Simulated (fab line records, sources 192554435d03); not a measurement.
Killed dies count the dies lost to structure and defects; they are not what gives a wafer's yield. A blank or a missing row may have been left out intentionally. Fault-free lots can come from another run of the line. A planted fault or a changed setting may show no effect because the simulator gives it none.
Problem report, 8D (eight disciplines) form, completed by code -- flow n5Finfet -- the parts of the form that need people (team, actions taken, sign-off) are left out

1. WHAT IS WRONG
Mean of timeToEndpointS at N5_BEOL_M7_CMP_52: 92.0 s across 3 wafers in 3 lots; on wafers with no fault it is 64.6 s (standard deviation 2.3). Measured from the usual mean, that is +12 standard deviations.
The step: polishes, stops on SiCOH lowk, t overpolish 6.9 s, target thk 80 nm.
First observed at day 11 17:04: wafer L472.4, on cmp-04. At this step, 36 wafers from 12 lots have a number in the record. Rule for "out" (also "out of limits"): further than 4 standard deviations from the usual mean. The other wafers with a number count as sound.

2. WHAT IT IS, AND WHAT IT ISN'T
question,is,is not
which readings at this step,timeToEndpointS,"motorCurrentA, retainingRingPressureFrac"
which lots,"L471, L472, L474","L470, L479, L480, L482, L485, L487, L488, L489, L490"
which wafers of those lots,"L471.4, L472.4, L474.2","L471.1, L471.5, L472.1, L472.6, L474.3, L474.6"
read on which tools,"cmp-01, cmp-04",cmp-02
when,from day 11 17:04,"up to then (5 sound wafers); but 28 sound wafers of L471, L474, L479, L480, L482, L485, L487, L488, L489, L490 came after"

3. WHAT RULES OUT EACH SUSPECT
Counting: if a tool at a process step up to the reading ran every lot that is out, it stays a suspect. Sound lots after the first of them don't rule it out here, since some wafers of a struck lot are sound.
- ecdCu-01 at N5_BEOL_M7_ECD_50 (material Cu, target thk 300 nm): kept. Every lot that is out went through it, the first being L472 (day 11 16:11); the last sound lot it ran before that was L470 (day 10 18:37).
The count leaves ecdCu-01 at N5_BEOL_M7_ECD_50.

4. THE CAUSE (what the simulator had put in)
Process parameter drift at N5_BEOL_M7_ECD_50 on ecdCu-01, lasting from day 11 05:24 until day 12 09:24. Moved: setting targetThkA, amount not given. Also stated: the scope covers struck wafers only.
The count eliminated every tool but this one.

5. THE EFFECT CHAIN, in route order
Each row: a reading where the mean over the struck wafers with a number is more than 3 standard deviations away from the usual. Only readings whose record carries a usual standard deviation are examined. hours: median over the lots of the time between each lot's start at the first step of this table that gives one and its start at this step. sigmas: the change, counted in usual standard deviations.
hours,step,reading,usual,on struck wafers,change,sigmas
0,N5_BEOL_M7_CMP_52,timeToEndpointS,64.6 s,92.0,+27.4,+12
Process steps it contains:
- N5_BEOL_M7_CMP_52: polishes, stops on SiCOH lowk, t overpolish 6.9 s, target thk 80 nm.
Later measuring or inspecting steps at which every struck wafer that the step has a row for has a number for every such reading, and none has moved that far: N5_BEOL_M7_THK_MEAS_53, N5_BEOL_M7_INSPECT_58.

6. HOW IT WOULD HAVE BEEN CAUGHT EARLIER
The fault began at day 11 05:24; the first out-of-limits reading in this record came at day 11 17:04, 12 hours later.
Of the lots that are out (3), L474 began N5_BEOL_M7_ECD_50 on ecdCu-01 after day 11 17:04. Putting the tool on hold at that point would have spared it.
